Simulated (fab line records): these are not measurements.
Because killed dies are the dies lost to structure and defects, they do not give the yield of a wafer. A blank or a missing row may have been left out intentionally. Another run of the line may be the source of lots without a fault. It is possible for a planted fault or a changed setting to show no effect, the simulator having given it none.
Which of the tools did it? + flow n5 finfet + Sampling: 13 lots, 36 wafers, 3 of 1938 route steps

WHAT THE GAUGES READ, wafer by wafer
N5_BEOL_M6_OCD_MEAS_38. Usual: trench depth nm 93.6 nm, standard deviation 1.5.
| lot  | measured     | on     | trench depth nm (nm) | flag |
|------|--------------|--------|----------------------|------|
| L658 | day 10 04:05 | ocd-01 | 92.2 92.7            |      |
| L659 | day 10 14:38 | ocd-02 | 94.4 92.3 94.7       |      |
| L662 | day 11 10:43 | ocd-02 | 94.3 92.6 91.0       |      |
| L661 | day 11 15:29 | ocd-02 | 91.2 93.1 92.9       |      |
| L665 | day 12 14:52 | ocd-02 | 94.1 96.5            |      |
| L666 | day 12 18:08 | ocd-01 | 92.3 93.2 93.3       |      |
| L668 | day 13 04:14 | ocd-01 | 94.0 96.7            |      |
| L669 | day 13 04:35 | ocd-01 | 93.2 95.1 95.2       |      |
| L671 | day 14 09:51 | ocd-01 | 93.7 92.8 92.6       |      |
| L674 | day 14 18:15 | ocd-02 | 92.6 94.7 92.7       |      |
| L676 | day 14 19:58 | ocd-01 | 93.8 92.3 93.3       |      |
| L677 | day 15 17:38 | ocd-01 | 92.1 92.1 92.2       |      |
| L679 | day 15 21:29 | ocd-01 | 93.4 91.7 94.2       |      |

N5_BEOL_M6_CD_MEAS_35: target cd 40 nm, target cd y 28 nm. Usual: cd nm 40.1 nm, standard deviation 0.71.
| lot  | measured     | on        | cd nm (nm)     | flag |
|------|--------------|-----------|----------------|------|
| L658 | day 10 04:15 | cd sem-01 | 38.5 39.0      |      |
| L659 | day 10 14:47 | cd sem-02 | 41.2 41.6 41.4 |      |
| L662 | day 11 10:52 | cd sem-03 | 39.3 40.3 39.5 |      |
| L661 | day 11 15:38 | cd sem-03 | 38.8 39.8 39.2 |      |
| L665 | day 12 15:01 | cd sem-01 | 40.3 39.6      |      |
| L666 | day 12 18:17 | cd sem-01 | 40.2 40.8 39.6 |      |
| L668 | day 13 04:23 | cd sem-03 | 38.8 39.5      |      |
| L669 | day 13 04:44 | cd sem-01 | 40.6 40.2 41.0 |      |
| L671 | day 14 10:01 | cd sem-02 | 40.4 40.4 40.6 |      |
| L674 | day 14 18:25 | cd sem-02 | 40.0 40.1 40.1 |      |
| L676 | day 14 20:07 | cd sem-02 | 40.4 39.2 39.4 |      |
| L677 | day 15 17:47 | cd sem-02 | 39.6 39.1 39.8 |      |
| L679 | day 15 21:38 | cd sem-03 | 40.9 40.1 40.3 |      |

N5_BEOL_M6_THK_MEAS_53: measures by xrf. Usual: M6_THK gives 79.1 nm (standard deviation 2).
| lot  | measured     | on            | M6_THK (nm)    | flag |
|------|--------------|---------------|----------------|------|
| L658 | day 10 06:38 | film metro-02 | 76.8 77.3      |      |
| L659 | day 10 16:43 | film metro-02 | 79.2 78.6 81.0 |      |
| L662 | day 11 13:25 | film metro-01 | 79.5 77.1 76.8 |      |
| L661 | day 11 18:16 | film metro-02 | 79.2 78.6 79.2 |      |
| L665 | day 12 18:13 | film metro-01 | 78.9 82.2      |      |
| L666 | day 12 21:05 | film metro-01 | 78.4 79.9 80.1 |      |
| L668 | day 13 06:40 | film metro-01 | 79.3 83.2      |      |
| L669 | day 13 08:20 | film metro-01 | 77.0 79.1 79.9 |      |
| L671 | day 14 12:43 | film metro-01 | 79.2 76.5 77.8 |      |
| L674 | day 14 21:31 | film metro-02 | 78.3 81.3 80.4 |      |
| L676 | day 14 22:22 | film metro-01 | 77.9 75.6 77.5 |      |
| L677 | day 15 20:58 | film metro-02 | 77.5 76.7 77.4 |      |
| L679 | day 16 01:24 | film metro-01 | 79.6 77.6 80.5 |      |

TOOL THAT RAN EACH LOT (tool first, then ch and the chambers of the sampled wafers, then the start)
No process step before these readings appears in the record.

WHAT THE TOOLS THEMSELVES READ (means of the sampled wafers that have a number; where no wafer has one, the mark that the record gives instead)
The record holds no such reading with a usual standard deviation.

THE ANSWER, worked out from the rows above alone
Rule: lot off if the mean of its wafers having a number is beyond 3 standard deviations from the usual mean. Also off: a lot with no number at a reading for which 4 or more lots have one. Any other lot the step has rows for is counted as sound. The gauges are gone through in route order, then the tools' own readings, and for those a lot's mean is taken as printed above. The first step at which some lot is off is used, and at that step the reading that is off furthest; a lot without a number counts as furthest.
Nothing can be told from this: no lot is off at any reading shown.

WHAT THE SIMULATOR PUT IN
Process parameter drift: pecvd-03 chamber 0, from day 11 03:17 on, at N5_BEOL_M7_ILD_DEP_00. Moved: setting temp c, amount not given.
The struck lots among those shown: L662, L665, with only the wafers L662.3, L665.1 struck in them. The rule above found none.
